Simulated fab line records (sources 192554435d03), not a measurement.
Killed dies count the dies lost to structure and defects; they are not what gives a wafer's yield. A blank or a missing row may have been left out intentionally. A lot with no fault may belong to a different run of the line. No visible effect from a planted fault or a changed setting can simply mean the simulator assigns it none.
Comparing a struck lot with a sound one / flow n5 finfet / 37 out of 1938 route steps
Sound: these wafers, L123.3, L123.5, L123.6. Struck: wafers L119.1, L119.4, L119.5. The cause is named last.
At each step with rows: each side's tool, then ch and its chambers, then its first start. Under that, the readings that differ: sound wafers / struck wafers / difference of the means / sigmas: that difference in standard deviations of wafers without a fault.
alike: readings whose means differ by less than 2 such deviations, and words and numbers that are the same on both sides. not compared: withheld readings, readings that some wafer has no value for, bounds like >300 that may hide the same value, and numbers for which the record gives no deviation and whose values overlap.
Wherever a step has rows on one side only, a row that says differs or no value, or a row with sigmas, the two part there. Numbers that don't overlap but have no deviation are shown without sigmas and don't part them. A reading that every wafer of one side lacks parts them only if that side has two wafers or more.

first, 9 steps without rows for these wafers: N5_BEOL_M4_ANNEAL_95 (time 240 s); N5_BEOL_M4_SPUTTER_96 (material Cu, target thk 4.5 nm, time 8.29 s); N5_BEOL_M4_ECD_50 (material Cu, target thk 300 nm); N5_BEOL_M4_ANNEAL_51 (time 90 s); N5_BEOL_M4_CMP_52 (polishes, stops on SiOC, t overpolish 6.8 s, target thk 40 nm); N5_BEOL_M4_PRE_CLEAN_60 (time 15 s); N5_BEOL_M4_CO_CAP_55 (material Co, precursor CCTBA/H2, target thk 2 nm, time 102.1 s); N5_BEOL_M4_PRE_CLEAN_56 (time 15 s); N5_BEOL_M4_DEP_57 (deposits SiCN from 3MS/NH3, target thk 8 nm, time 14 s).
N5_BEOL_M4_RC_MEAS_101:
  sound on prober-02 ch 0, day 12 14:17; struck on prober-01 ch 0, day 10 12:16
  alike: DIBL_N, DIBL_P, IOFF_N, IOFF_P, ION_N, ION_P, SS_N, SS_P, VT_N, VT_P
then, 24 steps without rows for these wafers: N5_BEOL_M5_ILD_DEP_00 (deposits SiCOH lowk from DEMS/porogen, target thk 140.64 nm, time 25.9 s); N5_BEOL_M5_CURE_79 (cures SiCOH lowk, time 240 s); N5_BEOL_M5_PECVD_70 (deposits SiO2 from TEOS/O2, target thk 16 nm, time 18 s); N5_BEOL_M5_HM_DEP_02 (deposits TiN, target thk 20 nm); N5_BEOL_M5_COAT_59 (time 60 s, resist thk 60 nm); N5_BEOL_M5_COAT_60 (time 60 s, resist thk 12 nm); N5_BEOL_M5_COAT_71 (time 60 s, resist thk 5 nm); N5_BEOL_M5_COAT_05 (resist thk 30 nm); N5_BEOL_M5_EBR_07; N5_BEOL_M5_SOFTBAKE_06 (time 60 s); N5_BEOL_M5_EXPOSE_08 (exposes mask M5, target cd 28 nm); N5_BEOL_M5_PEB_09 (peb time 60 s); N5_BEOL_M5_DEVELOP_10 (develop time 30 s); N5_BEOL_M5_DESCUM_16 (chemistry O2, time 7 s); N5_BEOL_M5_ETCH_72 (etches underlayer in N2/H2, target depth 6.5 nm, time 5.2 s); N5_BEOL_M5_ETCH_61 (etches SiARC in CF4, target depth 15.6 nm, time 26 s); N5_BEOL_M5_ETCH_62 (etches SOC in N2/H2, target depth 75 nm, overetch 15 nm, time 112.5 s); N5_BEOL_M5_STRIP_63 (strips in N2/H2); N5_BEOL_M5_STRIP_73 (strips in N2/H2); N5_BEOL_M5_STRIP_64 (strips in CF4); N5_BEOL_M5_HM_OPEN_17 (chemistry Cl2/BCl3, target TiN, target depth 20 nm, overetch 6 nm); N5_BEOL_M5_STRIP_19 (strips in O2); N5_BEOL_M5_COAT_65 (time 60 s, resist thk 60 nm); N5_BEOL_M5_COAT_66 (time 60 s, resist thk 12 nm).
-- the record jumps here: 3 days lie between the struck wafers' starts before and after (it left off in module BEOL_M5 and takes up again in module BEOL_M13, whose first step shown is number 1693 of the route) --
N5_BEOL_M13_ETCH_67: etches SiARC in CF4, target depth 143 nm, time 238.3 s.
  sound on rie diel-01 ch 2,3, day 15 17:56; struck on rie diel-05 ch 0,2,3, day 13 11:20
  no value came back on the struck wafers for any of 10 readings (bias w (W), cf4 flow sccm (sccm) and others); on the sound wafers bias w (W) reads 35.89 36.01 36.08
reading=model.coat_of_BEOL_M13_COAT_22.thk nm (nm); sound=210 210.2 212.2; struck=283.8 284.4 283; difference=+72.9; sigmas=
  not compared: rf hours counter h
N5_BEOL_M13_OCD_MEAS_35:
  sound on ocd-01, day 15 18:29; struck on ocd-01, day 13 11:53
reading=trench depth nm (nm); sound=414 398 411; struck=- - -; difference=no value on the struck wafers; sigmas=
N5_PASSIVATION_PROBE_49:
  sound on prober-02, day 17 02:49; struck on prober-01, day 14 20:27
reading=defect limited yield (%); sound=89.7 89.4 91.4; struck=0 0 0; difference=-90; sigmas=-60
reading=killed_at_M4_up; sound=15 14 19; struck=1071 1077 1082; difference=+1061; sigmas=+99 or more
reading=killed dies; sound=122 125 102; struck=1180 1180 1180; difference=+1064; sigmas=+59
reading=killed on rim; sound=15 16 21; struck=152 152 152; difference=+135; sigmas=+36
reading=sort_bin_5_function (%); sound=6.7 6.4 5.1; struck=96.1 95.8 95.6; difference=+89.8; sigmas=+90
reading=sort n pass; sound=1058 1055 1078; struck=0 0 0; difference=-1064; sigmas=-59
reading=sort yield pct (%); sound=89.7 89.4 91.4; struck=0 0 0; difference=-90; sigmas=-60
  alike: killed_at_M0_to_M3, killed at contacts, killed at front end, killed at other, killed open, killed short, sort_bin_6_memory

## WHERE THEY PART
Last at N5_PASSIVATION_PROBE_49 as far as this record goes, first at N5_BEOL_M13_ETCH_67.

WHY: the cause the simulator had injected
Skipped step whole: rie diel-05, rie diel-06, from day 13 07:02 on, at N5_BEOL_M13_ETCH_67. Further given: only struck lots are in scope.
